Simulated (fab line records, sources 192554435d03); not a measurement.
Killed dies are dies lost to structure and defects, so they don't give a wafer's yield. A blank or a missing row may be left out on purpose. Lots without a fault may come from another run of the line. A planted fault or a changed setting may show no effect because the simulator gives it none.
Which tool did it? | flow n5_finfet | 12 lots, 36 wafers sampled, at 3 steps of a route of 1938

WHAT THE GAUGES READ, wafer by wafer
N5_BEOL_M7_THK_MEAS_01.
lot  | measured     | on            | M7_ILD_THK (nm)
L075 | day 9 15:30  | film_metro-02 | 154.8 157.1 156.4
L076 | day 9 15:59  | film_metro-01 | 156.9 158.0 157.4
L078 | day 9 21:03  | film_metro-02 | 155.5 158.6 156.8
L081 | day 10 18:16 | film_metro-02 | 154.2 156.4 158.0
L083 | day 11 04:07 | film_metro-02 | 152.3 155.5 156.3
L086 | day 12 04:47 | film_metro-01 | 156.5 157.8 157.5
L088 | day 12 08:55 | film_metro-01 | 152.9 155.8 156.5
L089 | day 12 18:14 | film_metro-01 | 154.3 155.6 156.4
L091 | day 13 00:37 | film_metro-02 | 153.3 152.5 153.0
L092 | day 13 16:25 | film_metro-01 | 156.0 155.9 156.4
L095 | day 14 11:38 | film_metro-01 | 155.0 155.6 156.8
L097 | day 15 02:20 | film_metro-02 | 155.3 157.6 157.1

WHICH TOOL RAN EACH LOT (tool, then ch and the chambers of the sampled wafers, then the start)
lot  | N5_BEOL_M6_DEGAS_44          | N5_BEOL_M6_CMP_52
L075 | pvd_sputter-03, day 9 12:39  | cmp-01 ch 0,2,3, day 9 14:25
L076 | pvd_sputter-03, day 9 12:51  | cmp-01 ch 2,3, day 9 14:52
L078 | pvd_sputter-01, day 9 17:55  | cmp-03 ch 0,1,3, day 9 20:02
L081 | pvd_sputter-02, day 10 15:50 | cmp-03 ch 2,3, day 10 17:14
L083 | pvd_sputter-03, day 11 00:05 | cmp-03 ch 0,1,2, day 11 03:03
L086 | pvd_sputter-02, day 12 01:32 | cmp-04 ch 0,1,3, day 12 03:50
L088 | pvd_sputter-02, day 12 06:32 | cmp-03 ch 0,1,3, day 12 07:58
L089 | pvd_sputter-01, day 12 14:49 | cmp-01 ch 0,2,3, day 12 16:58
L091 | pvd_sputter-01, day 12 21:41 | cmp-03 ch 0,1,3, day 12 23:36
L092 | pvd_sputter-03, day 13 13:44 | cmp-04 ch 0,1,2, day 13 15:21
L095 | pvd_sputter-03, day 14 08:55 | cmp-04 ch 0,2, day 14 10:30
L097 | pvd_sputter-02, day 15 00:01 | cmp-04 ch 0,1,2, day 15 01:17
- N5_BEOL_M6_DEGAS_44: time 60 s.
- N5_BEOL_M6_CMP_52: polishes, stops on SiCOH lowk, t overpolish 6.9 s, target thk 80 nm.

THE ANSWER, worked out from the rows above alone
Rule: what is usual is taken from the lots themselves. Put in order of their means at a reading, lots are off if they are a third of the lots or fewer, leave a main group of 4 or more, and stand apart from it by a gap of 3 or more times the standard deviation of the main group's means; of several such gaps the widest counts. A main group whose means are all the same, to the digits that the tables above print for the reading, isn't used. A lot without any number at a reading at which 4 lots or more have one is off too. The other lots that the step has rows for count as sound.
No lot is off at any reading shown: from this, nothing can be told.

WHAT THE SIMULATOR HAD PUT IN
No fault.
